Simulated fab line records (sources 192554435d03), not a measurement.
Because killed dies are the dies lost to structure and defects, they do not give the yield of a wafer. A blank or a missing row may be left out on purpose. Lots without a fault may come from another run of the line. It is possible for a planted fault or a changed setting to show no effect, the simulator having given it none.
fab line records	flow n5Finfet	part 1 of 2: steps 1 to 4 of 6
record lots=24	wafers=72	lastDay=18
route steps=1938 shown PMOS_HMC_CHANNEL_EPI@74 FIN_SAQP@111 FIN_CUT@174 STI_FIN_REVEAL@189 DUMMY_GATE@248
lots with no fault: from the same line, run without faults
startH: start of the lot's first displayed wafer, in hours after the record's first day	waitH: hours elapsed since this lot's preceding step	" as in the row above	L1.1+2: several wafers, shown together as one row	- no value present, or no start provided	* or withheld: withheld	< > ~ a bound
route shown NAME@n: a module of which the file shows steps, and the number in the route of the first	usual: average and standard deviation across the fault-free wafers	same: alike in all rows	chamber/n: place in a boat	sites: each site's reading	_std_site: the standard deviation of these	_edge_site: inner sites' mean taken away from outer sites' mean	radiusMm: how far each site lies from the wafer's centre	mask NAME#n: copy n	behind: the last tool/chamber to shape the wafer	hold: cause of the lot's hold/its duration in hours/its outcome	device: names the non-switching transistor (n, p or np)	end of line: tests run on the same wafers once the route is complete	a step without rows: its recipe alone	killed: dies lost to structure and defects at the first sort, not the wafer's yield	map: per-die view of a wafer (x killed, . not killed, _ where there is no die)
set.NAME: the run value of the setting; set.NAME@STEP: its run value at that earlier step	model.NAME: the simulator's own value behind a step, which no gauge read
one table for each step of the route and one row for each wafer, over a sample of lots
services: from which hour (startH, from the record's first day; less than 0 if before it) a tool's chamber was out of use, for how many hours, and why
## steps
# step N5_PMOS_HMC_CHANNEL_EPI_FIN_RECESS_16
# recipe chemistry=HBr/Cl2	target=Si	maskMaterial=SiO2	targetDepthA=540	timeS=18	pressureMtorr=10	icpW=800	biasW=75	HBr_flow_sccm=150	Cl2_flow_sccm=80
# usual drypumpMotorCurrentA=5.7/0.5	oesProductAu=0.997/0.018	throttleValvePct=35.5/0.5
lot.wafer	tool	chamber	startH	waitH	drypumpMotorCurrentA	oesProductAu	rfHoursCounterH	throttleValvePct
L074.1	rieSi-01	1	17.89	0.0	5.3	1.012	125	35.0
L074.5	"	1	"	"	5.3	1.018	-	35.0
L074.6	"	2	"	"	5.4	0.993	-	36.0
L075.3	rieSi-02	0	23.50	0.0	5.6	0.998	16	35.9
L075.4	"	3	"	"	6.2	1.032	7	35.1
L075.6	"	2	"	"	5.7	0.974	-	36.1
L076.1	rieSi-04	2	29.55	0.0	5.1	0.996	71	35.8
L076.3	"	1	"	"	5.9	0.984	186	36.3
L076.5	"	3	"	"	5.6	0.997	-	35.4
L077.1	rieSi-04	0	35.59	0.0	6.0	0.996	28	35.0
L077.4	"	3	"	"	5.6	0.976	192	35.4
L077.5	"	2	"	"	5.1	1.006	-	35.8
L078.1	rieSi-02	2	41.65	0.0	5.7	0.984	53	36.1
L078.3	"	1	"	"	6.6	0.992	56	35.9
L078.5	"	1	"	"	6.7	0.983	-	35.9
L079.2	rieSi-02	3	47.95	0.0	6.2	1.021	8	35.1
L079.3	"	1	"	"	6.7	0.996	56	35.9
L079.6	"	3	"	"	6.2	1.021	-	35.1
L080.3	rieSi-01	1	54.34	0.0	5.3	1.023	126	35.0
L080.5	"	1	"	"	5.3	1.024	-	35.0
L080.6	"	0	"	"	6.4	0.982	-	34.6
L081.1	rieSi-04	0	60.29	0.0	5.9	1.002	29	35.0
L081.3	"	2	"	"	5.1	1.010	72	35.8
L081.6	"	3	"	"	5.6	0.993	-	35.4
L082.1	rieSi-01	3	68.46	0.0	5.0	1.011	6	35.6
L082.4	"	0	"	"	6.4	0.983	7	34.6
L082.5	"	0	"	"	6.4	0.988	-	34.6
L083.1	rieSi-02	3	72.53	0.0	6.2	1.010	8	35.1
L083.2	"	2	"	"	5.7	0.972	54	36.1
L083.3	"	1	"	"	6.7	0.976	56	35.9
L084.2	rieSi-01	3	77.90	0.0	5.0	1.010	6	35.6
L084.4	"	2	"	"	5.4	0.985	121	36.0
L084.5	"	0	"	"	6.4	0.973	-	34.6
L085.1	rieSi-04	1	84.02	0.0	5.9	0.973	187	36.3
L085.3	"	2	"	"	5.1	1.005	72	35.8
L085.6	"	3	"	"	5.6	0.985	-	35.4
L086.1	rieSi-01	0	90.12	0.0	6.4	0.990	7	34.6
L086.3	"	2	"	"	5.4	0.995	121	36.0
L086.4	"	3	"	"	5.0	1.014	6	35.6
L087.1	rieSi-02	2	95.80	0.0	5.7	0.968	54	36.1
L087.2	"	3	"	"	6.2	1.013	9	35.1
L087.5	"	1	"	"	6.6	0.991	-	35.9
L088.3	rieSi-04	2	102.62	0.0	5.1	1.007	73	35.8
L088.4	"	3	"	"	5.6	0.992	193	35.4
L088.5	"	0	"	"	5.9	1.013	-	35.0
L089.2	rieSi-02	2	107.59	0.0	5.7	0.977	54	36.1
L089.3	"	1	"	"	6.7	0.988	57	35.9
L089.5	"	3	"	"	6.2	1.011	-	35.1
L090.2	rieSi-01	2	114.12	0.0	5.4	0.996	121	35.9
L090.5	"	3	"	"	5.0	1.024	-	35.6
L090.6	"	2	"	"	5.4	1.002	-	35.9
L091.2	rieSi-02	2	120.12	0.0	5.7	0.970	54	36.1
L091.5	"	2	"	"	5.7	0.978	-	36.1
L091.6	"	3	"	"	6.2	1.015	-	35.1
L092.1	rieSi-01	1	126.83	0.0	5.3	1.032	127	35.0
L092.2	"	0	"	"	6.4	0.974	8	34.6
L092.5	"	2	"	"	5.4	0.995	-	36.0
L093.3	rieSi-02	1	132.57	0.0	6.6	0.988	57	35.9
L093.4	"	1	"	"	6.7	0.989	-	35.9
L093.6	"	0	"	"	5.6	1.006	-	35.8
L094.3	rieSi-01	1	139.77	0.0	5.3	1.020	127	35.0
L094.4	"	3	"	"	5.0	1.012	7	35.6
L094.5	"	3	"	"	5.0	1.012	-	35.6
L095.1	rieSi-04	0	144.52	0.0	5.9	1.011	30	35.0
L095.4	"	2	"	"	5.1	0.992	73	35.8
L095.6	"	1	"	"	5.9	0.972	-	36.3
L096.2	rieSi-01	0	150.14	0.0	6.4	0.977	8	34.6
L096.3	"	2	"	"	5.4	0.984	122	36.0
L096.4	"	3	"	"	5.0	1.023	7	35.6
L097.1	rieSi-04	0	156.54	0.0	5.9	1.010	30	35.0
L097.3	"	1	"	"	5.9	0.972	188	36.3
L097.6	"	0	"	"	5.9	1.018	-	35.0
# step N5_FIN_SAQP_CD_MEAS_16
# recipe targetCdNm=35.6	landingEnergyEv=500	detector=seInlens
# usual cdNm=35.5/0.44
lot.wafer	tool	chamber	startH	waitH	cdNm
L074.1	cdSem-01	0	21.65	-	35.8
L074.5	"	0	"	"	35.7
L074.6	"	0	"	"	35.4
L075.3	cdSem-02	0	27.14	-	35.8
L075.4	"	0	"	"	35.4
L075.6	"	0	"	"	35.5
L076.1	cdSem-02	0	34.11	-	35.6
L076.3	"	0	"	"	35.3
L076.5	"	0	"	"	34.4
L077.1	cdSem-01	0	39.52	-	34.8
L077.4	"	0	"	"	35.0
L077.5	"	0	"	"	35.4
L078.1	cdSem-02	0	46.24	-	36.1
L078.3	"	0	"	"	36.5
L078.5	"	0	"	"	35.7
L079.2	cdSem-02	0	52.09	-	34.8
L079.3	"	0	"	"	35.8
L079.6	"	0	"	"	35.6
L080.3	cdSem-03	0	57.97	-	35.5
L080.5	"	0	"	"	34.7
L080.6	"	0	"	"	35.7
L081.1	cdSem-01	0	64.12	-	35.8
L081.3	"	0	"	"	35.5
L081.6	"	0	"	"	35.5
L082.1	cdSem-02	0	72.15	-	35.8
L082.4	"	0	"	"	35.3
L082.5	"	0	"	"	35.7
L083.1	cdSem-02	0	76.04	-	35.3
L083.2	"	0	"	"	34.9
L083.3	"	0	"	"	35.4
L084.2	cdSem-02	0	82.15	-	35.8
L084.4	"	0	"	"	34.5
L084.5	"	0	"	"	35.0
L085.1	cdSem-01	0	88.14	-	35.9
L085.3	"	0	"	"	35.7
L085.6	"	0	"	"	36.2
L086.1	cdSem-01	0	93.91	-	34.9
L086.3	"	0	"	"	35.4
L086.4	"	0	"	"	35.4
L087.1	cdSem-02	0	101.00	-	35.0
L087.2	"	0	"	"	34.8
L087.5	"	0	"	"	35.0
L088.3	cdSem-01	0	106.52	-	35.5
L088.4	"	0	"	"	35.6
L088.5	"	0	"	"	35.5
L089.2	cdSem-01	0	112.23	-	35.8
L089.3	"	0	"	"	36.3
L089.5	"	0	"	"	35.4
L090.2	cdSem-01	0	118.90	-	36.4
L090.5	"	0	"	"	36.0
L090.6	"	0	"	"	35.5
L091.2	cdSem-03	0	124.63	-	35.7
L091.5	"	0	"	"	35.3
L091.6	"	0	"	"	34.9
L092.1	cdSem-01	0	130.95	-	36.3
L092.2	"	0	"	"	35.4
L092.5	"	0	"	"	35.6
L093.3	cdSem-03	0	137.12	-	35.6
L093.4	"	0	"	"	35.4
L093.6	"	0	"	"	35.6
L094.3	cdSem-02	0	143.82	-	35.4
L094.4	"	0	"	"	36.0
L094.5	"	0	"	"	35.4
L095.1	cdSem-03	0	149.57	-	35.7
L095.4	"	0	"	"	35.2
L095.6	"	0	"	"	36.0
L096.2	cdSem-01	0	155.06	-	35.7
L096.3	"	0	"	"	35.5
L096.4	"	0	"	"	35.6
L097.1	cdSem-02	0	160.07	-	35.3
L097.3	"	0	"	"	35.7
L097.6	"	0	"	"	35.3
# step N5_FIN_SAQP_STRIP_55
# recipe chemistry=N2/H2	powerW=500	tempC=40	pressureMtorr=50	rfFrequencyHz=6e+07	overashFraction=0.3	biasPowerW=28	h2Frac=0.5	n2FlowSccm=300	h2FlowSccm=300
# usual drypumpMotorCurrentA=5.6/0.42	n2FlowSccm=299.8/0.91	oesProductAu=0.77/0.089	rfVppV=122.0/1.5	showerheadPlenumPTorr=3.34/0.13	throttleValvePct=18.8/0.66
# same overashFraction=0.3
lot.wafer	tool	chamber	startH	waitH	drypumpMotorCurrentA	n2FlowSccm	oesProductAu	rfHoursCounterH	rfVppV	showerheadPlenumPTorr	throttleValvePct
L074.1	rieDiel-03	3	22.13	0.1	5.4	300.1	0.86	36	122.8	3.53	18.1
L074.5	"	1	"	"	5.1	301.9	0.71	-	121.1	3.21	19.0
L074.6	"	2	"	"	6.0	298.1	0.68	-	119.5	3.15	18.4
L075.3	rieDiel-03	2	27.62	0.1	6.0	298.3	0.68	242	122.3	3.15	18.4
L075.4	"	0	"	"	5.5	298.7	0.78	133	121.8	3.24	19.7
L075.6	"	3	"	"	5.4	301.0	0.85	-	122.4	3.53	18.1
L076.1	rieDiel-05	3	34.59	0.1	6.3	299.9	0.72	222	121.4	3.28	18.5
L076.3	"	1	"	"	5.6	299.4	0.85	57	124.5	3.26	18.7
L076.5	"	1	"	"	5.6	299.8	0.85	-	122.2	3.26	18.7
L077.1	rieDiel-01	1	40.00	0.1	5.0	299.5	0.72	171	122.6	3.50	20.1
L077.4	"	1	"	"	5.1	298.6	0.72	-	123.4	3.50	20.1
L077.5	"	1	"	"	5.0	299.6	0.71	-	121.0	3.50	20.1
L078.1	rieDiel-05	3	46.91	0.1	6.3	302.3	0.72	226	122.0	3.28	18.5
L078.3	"	0	"	"	4.7	301.6	0.67	247	123.4	3.45	18.5
L078.5	"	1	"	"	5.6	298.9	0.82	-	123.5	3.26	18.7
L079.2	rieDiel-03	3	53.62	0.5	5.4	301.4	0.84	49	123.9	3.52	18.1
L079.3	"	0	"	"	5.5	300.2	0.77	143	123.4	3.23	19.7
L079.6	"	1	"	"	5.0	299.0	0.70	-	122.0	3.21	19.0
L080.3	rieDiel-01	0	58.81	0.2	5.8	299.4	0.68	217	122.7	3.45	19.6
L080.5	"	2	"	"	5.9	300.4	0.73	-	121.2	3.17	18.9
L080.6	"	3	"	"	5.6	300.4	0.83	-	122.0	3.39	18.1
L081.1	rieDiel-03	1	64.77	0.2	5.0	298.7	0.70	222	121.9	3.20	19.0
L081.3	"	2	"	"	6.0	300.1	1.00	1	123.3	3.55	18.0
L081.6	"	2	"	"	6.0	298.7	0.97	-	124.5	3.55	18.0
L082.1	rieDiel-05	1	72.64	0.1	5.6	298.7	0.84	74	120.4	3.25	18.7
L082.4	"	1	"	"	5.6	299.0	0.82	-	120.2	3.25	18.8
L082.5	"	2	"	"	5.8	299.2	0.69	-	122.0	3.31	18.8
L083.1	rieDiel-05	2	76.56	0.1	5.8	300.3	0.69	195	118.8	3.30	18.8
L083.2	"	1	"	"	5.6	300.7	0.82	76	121.6	3.25	18.7
L083.3	"	3	"	"	6.3	300.3	0.72	240	121.6	3.27	18.5
L084.2	rieDiel-03	1	82.62	0.1	5.1	299.0	0.69	228	123.4	3.20	19.0
L084.4	"	0	"	"	5.5	299.3	0.76	153	122.1	3.23	19.8
L084.5	"	1	"	"	5.0	299.6	0.70	-	123.3	3.20	19.0
L085.1	rieDiel-03	1	88.63	0.1	5.0	301.2	0.70	230	121.0	3.20	19.0
L085.3	"	2	"	"	6.0	299.5	0.94	10	123.0	3.54	18.0
L085.6	"	0	"	"	5.5	299.9	0.76	-	120.7	3.23	19.7
L086.1	rieDiel-05	3	94.39	0.1	6.3	298.8	0.71	247	118.9	3.27	18.6
L086.3	"	1	"	"	5.6	299.4	0.82	83	121.6	3.25	18.8
L086.4	"	2	"	"	5.8	299.6	0.68	199	122.6	3.30	18.8
L087.1	rieDiel-01	1	101.59	0.1	5.0	300.2	0.69	192	122.4	3.49	20.1
L087.2	"	0	"	"	5.8	300.6	0.66	232	125.3	3.44	19.6
L087.5	"	3	"	"	5.6	298.0	0.81	-	121.6	3.39	18.1
L088.3	rieDiel-01	1	106.99	0.1	5.1	299.6	0.69	194	122.8	3.49	20.1
L088.4	"	2	"	"	5.9	299.6	0.72	232	122.6	3.16	18.9
L088.5	"	1	"	"	5.1	297.6	0.70	-	123.6	3.49	20.1
L089.2	rieDiel-01	3	112.70	0.1	5.6	300.8	0.80	80	124.9	3.38	18.1
L089.3	"	1	"	"	5.1	301.5	0.70	195	123.1	3.49	20.1
L089.5	"	3	"	"	5.6	299.6	0.79	-	121.6	3.38	18.1
L090.2	rieDiel-01	1	120.04	0.3	5.0	301.0	0.70	199	122.1	3.48	20.1
L090.5	"	2	"	"	5.9	299.9	0.70	-	120.5	3.16	18.9
L090.6	"	1	"	"	5.0	299.7	0.69	-	122.8	3.48	20.1
L091.2	rieDiel-05	1	125.71	0.2	5.6	299.3	0.80	97	123.7	3.24	18.8
L091.5	"	1	"	"	5.6	298.9	0.81	-	121.2	3.24	18.8
L091.6	"	0	"	"	4.7	300.1	0.92	-	123.5	3.43	18.1
L092.1	rieDiel-01	3	131.50	0.1	5.6	300.3	0.79	89	124.1	3.38	18.2
L092.2	"	2	"	"	5.9	299.8	0.69	244	119.9	3.15	18.9
L092.5	"	1	"	"	5.0	302.1	0.70	-	122.5	3.48	20.1
L093.3	rieDiel-03	1	137.73	0.2	5.0	298.7	0.67	243	119.3	3.19	19.1
L093.4	"	2	"	"	6.0	298.6	0.91	23	124.1	3.54	18.0
L093.6	"	2	"	"	6.0	299.9	0.91	-	120.6	3.54	18.1
L094.3	rieDiel-03	2	144.35	0.1	6.0	298.3	0.89	25	122.9	3.53	18.0
L094.4	"	3	"	"	5.4	299.6	0.80	73	123.9	3.51	18.2
L094.5	"	1	"	"	4.9	298.6	0.68	-	121.8	3.19	19.1
L095.1	rieDiel-05	1	150.05	0.1	5.6	299.6	0.81	107	120.6	3.24	18.8
L095.4	"	2	"	"	5.7	300.1	0.67	221	122.6	3.29	18.9
L095.6	"	3	"	"	6.3	300.6	0.95	-	123.7	3.26	18.1
L096.2	rieDiel-03	1	155.96	0.1	5.0	298.6	0.68	249	119.5	3.19	19.1
L096.3	"	3	"	"	5.5	301.2	0.80	76	123.9	3.51	18.2
L096.4	"	0	"	"	5.5	299.9	0.74	174	121.6	3.22	19.7
L097.1	rieDiel-01	1	160.55	0.1	5.0	299.5	0.68	214	122.5	3.48	20.1
L097.3	"	3	"	"	5.6	299.5	0.78	101	121.6	3.37	18.2
L097.6	"	0	"	"	5.8	300.9	1.00	-	123.0	3.43	19.2
# step N5_FIN_CUT_CUT_ETCH_27
# recipe chemistry=CHF3/O2	target=SiO2	targetDepthA=40	maskMaterial=SOC	overetchA=20	timeS=4.9	pressureMtorr=30	sourceW=650	biasW=170	Ar_flow_sccm=200	CHF3_flow_sccm=50	O2_flow_sccm=5	ionEnergyEv=200
# usual drypumpMotorCurrentA=5.5/0.37	oesProductAu=0.64/0.072	rfVppV=535/15	showerheadPlenumPTorr=2.43/0.076	throttleValvePct=18.85/0.19
lot.wafer	tool	chamber	startH	waitH	drypumpMotorCurrentA	oesProductAu	rfHoursCounterH	rfVppV	showerheadPlenumPTorr	throttleValvePct
L074.1	rieDiel-04	0	26.87	0.0	5.7	0.76	5	541	2.39	18.69
L074.5	"	1	"	"	5.0	0.58	-	553	2.39	19.01
L074.6	"	0	"	"	5.7	0.76	-	541	2.39	18.67
L075.3	rieDiel-04	2	32.56	0.0	5.7	0.60	125	517	2.32	18.67
L075.4	"	1	"	"	5.0	0.58	182	552	2.39	19.02
L075.6	"	2	"	"	5.7	0.60	-	514	2.32	18.66
L076.1	rieDiel-02	0	40.72	0.0	4.8	0.58	186	537	2.43	19.20
L076.3	"	1	"	"	6.0	0.60	153	562	2.40	18.86
L076.5	"	1	"	"	6.0	0.59	-	561	2.40	18.84
L077.1	rieDiel-06	3	44.95	0.0	5.2	0.75	3	556	2.57	18.54
L077.4	"	1	"	"	5.4	0.72	25	529	2.37	18.96
L077.5	"	3	"	"	5.2	0.75	-	554	2.57	18.54
L078.1	rieDiel-06	2	52.40	0.0	6.1	0.64	89	530	2.40	18.61
L078.3	"	3	"	"	5.2	0.75	5	556	2.57	18.53
L078.5	"	0	"	"	5.6	0.61	-	519	2.53	18.86
L079.2	rieDiel-06	1	58.73	0.0	5.4	0.71	29	529	2.37	18.97
L079.3	"	3	"	"	5.2	0.75	7	556	2.57	18.56
L079.6	"	2	"	"	6.0	0.64	-	532	2.40	18.59
L080.3	rieDiel-04	3	64.67	0.0	5.4	0.59	161	517	2.52	18.95
L080.5	"	1	"	"	5.0	0.56	-	551	2.39	19.02
L080.6	"	3	"	"	5.4	0.59	-	517	2.52	18.92
L081.1	rieDiel-02	1	70.05	0.0	6.0	0.59	163	561	2.39	18.86
L081.3	"	0	"	"	4.8	0.57	197	536	2.42	19.21
L081.6	"	1	"	"	6.0	0.58	-	561	2.39	18.85
L082.1	rieDiel-06	0	77.36	0.0	5.6	0.60	126	516	2.53	18.89
L082.4	"	2	"	"	6.1	0.63	97	531	2.40	18.61
L082.5	"	3	"	"	5.2	0.73	-	554	2.57	18.53
L083.1	rieDiel-06	2	81.76	0.0	6.1	0.63	98	531	2.40	18.61
L083.2	"	3	"	"	5.2	0.72	15	555	2.57	18.56
L083.3	"	1	"	"	5.4	0.69	35	529	2.36	19.00
L084.2	rieDiel-04	2	87.88	0.0	5.7	0.60	137	514	2.31	18.68
L084.4	"	1	"	"	5.0	0.56	199	553	2.38	19.05
L084.5	"	0	"	"	5.6	0.72	-	539	2.38	18.71
L085.1	rieDiel-04	0	94.57	0.0	5.6	0.71	28	541	2.38	18.73
L085.3	"	1	"	"	5.0	0.56	201	552	2.38	19.04
L085.6	"	3	"	"	5.4	0.58	-	518	2.51	18.95
L086.1	rieDiel-02	0	100.29	0.0	4.8	0.57	206	535	2.42	19.24
L086.3	"	2	"	"	5.8	0.54	249	518	2.39	18.92
L086.4	"	1	"	"	6.0	0.58	-	561	2.39	18.87
L087.1	rieDiel-06	2	106.63	0.0	6.1	0.62	107	532	2.39	18.61
L087.2	"	0	"	"	5.6	0.60	135	516	2.53	18.91
L087.5	"	0	"	"	5.6	0.60	-	517	2.53	18.91
L088.3	rieDiel-04	0	111.82	0.0	5.7	0.71	33	541	2.38	18.73
L088.4	"	1	"	"	5.0	0.56	206	553	2.38	19.04
L088.5	"	3	"	"	5.4	0.58	-	517	2.51	18.96
L089.2	rieDiel-06	0	118.24	0.0	5.6	0.59	138	519	2.52	18.90
L089.3	"	3	"	"	5.2	0.70	26	554	2.56	18.58
L089.5	"	0	"	"	5.6	0.60	-	519	2.52	18.93
L090.2	rieDiel-04	1	125.62	0.0	4.9	0.56	210	553	2.38	19.06
L090.5	"	0	"	"	5.7	0.71	-	542	2.37	18.74
L090.6	"	1	"	"	5.0	0.55	-	554	2.38	19.05
L091.2	rieDiel-02	1	131.50	0.0	6.0	0.57	187	561	2.39	18.88
L091.5	"	3	"	"	5.7	0.71	-	524	2.53	18.86
L091.6	"	1	"	"	6.0	0.57	-	559	2.39	18.90
L092.1	rieDiel-02	2	136.40	0.0	5.8	0.80	0	517	2.39	18.54
L092.2	"	1	"	"	6.0	0.56	188	560	2.39	18.91
L092.5	"	3	"	"	5.7	0.72	-	525	2.52	18.87
L093.3	rieDiel-02	1	142.68	0.0	6.0	0.57	190	562	2.39	18.90
L093.4	"	3	"	"	5.7	0.71	29	524	2.52	18.86
L093.6	"	0	"	"	4.7	0.57	-	537	2.41	19.27
L094.3	rieDiel-04	0	150.17	0.0	5.6	0.70	43	541	2.37	18.74
L094.4	"	2	"	"	5.7	0.58	154	516	2.30	18.73
L094.5	"	0	"	"	5.6	0.69	-	541	2.37	18.75
L095.1	rieDiel-06	2	155.92	0.0	6.1	0.62	122	531	2.39	18.65
L095.4	"	3	"	"	5.2	0.69	38	554	2.56	18.61
L095.6	"	3	"	"	5.2	0.69	-	555	2.56	18.60
L096.2	rieDiel-04	2	160.91	0.0	5.7	0.58	157	515	2.30	18.74
L096.3	"	1	"	"	5.0	0.55	219	552	2.38	19.08
L096.4	"	0	"	"	5.6	0.69	46	540	2.37	18.74
L097.1	rieDiel-02	1	166.96	0.0	5.9	0.57	197	562	2.38	18.91
L097.3	"	2	"	"	5.8	0.76	10	518	2.39	18.56
L097.6	"	1	"	"	6.0	0.56	-	561	2.38	18.91
